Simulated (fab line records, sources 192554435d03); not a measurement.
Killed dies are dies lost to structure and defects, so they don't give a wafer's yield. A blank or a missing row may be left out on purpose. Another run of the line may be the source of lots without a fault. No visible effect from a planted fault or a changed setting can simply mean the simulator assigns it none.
Chamber matching :: flow n5_finfet :: rie_diel-02 running N5_HKMG_FIN_STRIP_34: 4 sister chambers
The step strips in CF4. 14 wafers are shown with their chamber, then 7 later ones without.

== WAFERS PAIRED WITH THEIR CHAMBERS ==
wafer: L075.1
chamber: 2
drypump_motor_current_A (A): 5.0
showerhead_plenum_p_Torr (Torr): 1.72
throttle_valve_pct (%): 13.81

wafer: L075.2
chamber: 3
drypump_motor_current_A (A): 4.9
showerhead_plenum_p_Torr (Torr): 1.81
throttle_valve_pct (%): 13.55

wafer: L075.4
chamber: 1
drypump_motor_current_A (A): 5.4
showerhead_plenum_p_Torr (Torr): 1.77
throttle_valve_pct (%): 13.81

wafer: L076.4
chamber: 1
drypump_motor_current_A (A): 5.3
showerhead_plenum_p_Torr (Torr): 1.77
throttle_valve_pct (%): 13.80

wafer: L076.5
chamber: 0
drypump_motor_current_A (A): 5.6
showerhead_plenum_p_Torr (Torr): 1.80
throttle_valve_pct (%): 13.82

wafer: L076.6
chamber: 3
drypump_motor_current_A (A): 4.9
showerhead_plenum_p_Torr (Torr): 1.81
throttle_valve_pct (%): 13.58

wafer: L082.2
chamber: 3
drypump_motor_current_A (A): 4.9
showerhead_plenum_p_Torr (Torr): 1.80
throttle_valve_pct (%): 13.60

wafer: L082.3
chamber: 0
drypump_motor_current_A (A): 5.6
showerhead_plenum_p_Torr (Torr): 1.79
throttle_valve_pct (%): 13.84

wafer: L082.6
chamber: 0
drypump_motor_current_A (A): 5.6
showerhead_plenum_p_Torr (Torr): 1.79
throttle_valve_pct (%): 13.85

wafer: L087.3
chamber: 3
drypump_motor_current_A (A): 4.9
showerhead_plenum_p_Torr (Torr): 1.80
throttle_valve_pct (%): 13.62

wafer: L087.5
chamber: 2
drypump_motor_current_A (A): 5.0
showerhead_plenum_p_Torr (Torr): 1.71
throttle_valve_pct (%): 13.86

wafer: L087.6
chamber: 3
drypump_motor_current_A (A): 4.9
showerhead_plenum_p_Torr (Torr): 1.80
throttle_valve_pct (%): 13.61

wafer: L092.1
chamber: 3
drypump_motor_current_A (A): 4.9
showerhead_plenum_p_Torr (Torr): 1.80
throttle_valve_pct (%): 13.64

wafer: L092.3
chamber: 2
drypump_motor_current_A (A): 5.0
showerhead_plenum_p_Torr (Torr): 1.71
throttle_valve_pct (%): 13.89

SIGNATURES (averages over the wafers above)
reading: drypump_motor_current_A
chamber 0: 5.600
chamber 1: 5.350
chamber 2: 5.000
chamber 3: 4.900
scatter within a chamber: 0.0224

reading: showerhead_plenum_p_Torr
chamber 0: 1.7933
chamber 1: 1.7700
chamber 2: 1.7133
chamber 3: 1.8033
scatter within a chamber: 0.00516

reading: throttle_valve_pct
chamber 0: 13.8367
chamber 1: 13.8050
chamber 2: 13.8533
chamber 3: 13.6000
scatter within a chamber: 0.0296
Rule: a wafer's distance from a chamber is the root of the sum, over the readings, of the square of ((its reading less the chamber's mean) divided by the reading's scatter). If the next closest chamber is less than 2 further off than the closest, the wafer can't be placed; otherwise it belongs to the closest. The scatter: the root of (the sum of the squares of (reading less its chamber's mean) over the shown wafers, divided by (wafers less chambers)).

== WAFERS WHOSE CHAMBER IS MISSING ==
wafer: L092.6
drypump_motor_current_A (A): 4.9
showerhead_plenum_p_Torr (Torr): 1.80
throttle_valve_pct (%): 13.62

wafer: L093.1
drypump_motor_current_A (A): 5.6
showerhead_plenum_p_Torr (Torr): 1.79
throttle_valve_pct (%): 13.90

wafer: L093.4
drypump_motor_current_A (A): 4.9
showerhead_plenum_p_Torr (Torr): 1.80
throttle_valve_pct (%): 13.65

wafer: L093.6
drypump_motor_current_A (A): 5.0
showerhead_plenum_p_Torr (Torr): 1.71
throttle_valve_pct (%): 13.89

wafer: L094.1
drypump_motor_current_A (A): 5.4
showerhead_plenum_p_Torr (Torr): 1.76
throttle_valve_pct (%): 13.31

wafer: L094.2
drypump_motor_current_A (A): 5.6
showerhead_plenum_p_Torr (Torr): 1.79
throttle_valve_pct (%): 13.90

wafer: L094.3
drypump_motor_current_A (A): 5.0
showerhead_plenum_p_Torr (Torr): 1.71
throttle_valve_pct (%): 13.90

== WHICH CHAMBER EACH WENT THROUGH ==
wafer: L092.6
from the rows above: 3
in truth: 3

wafer: L093.1
from the rows above: 0
in truth: 0

wafer: L093.4
from the rows above: 3
in truth: 3

wafer: L093.6
from the rows above: 2
in truth: 2

wafer: L094.1
from the rows above: 1
in truth: 1

wafer: L094.2
from the rows above: 0
in truth: 0

wafer: L094.3
from the rows above: 2
in truth: 2
7 of 7 placed correctly. Left unplaced by these rows: 0. Placed wrongly: 0.
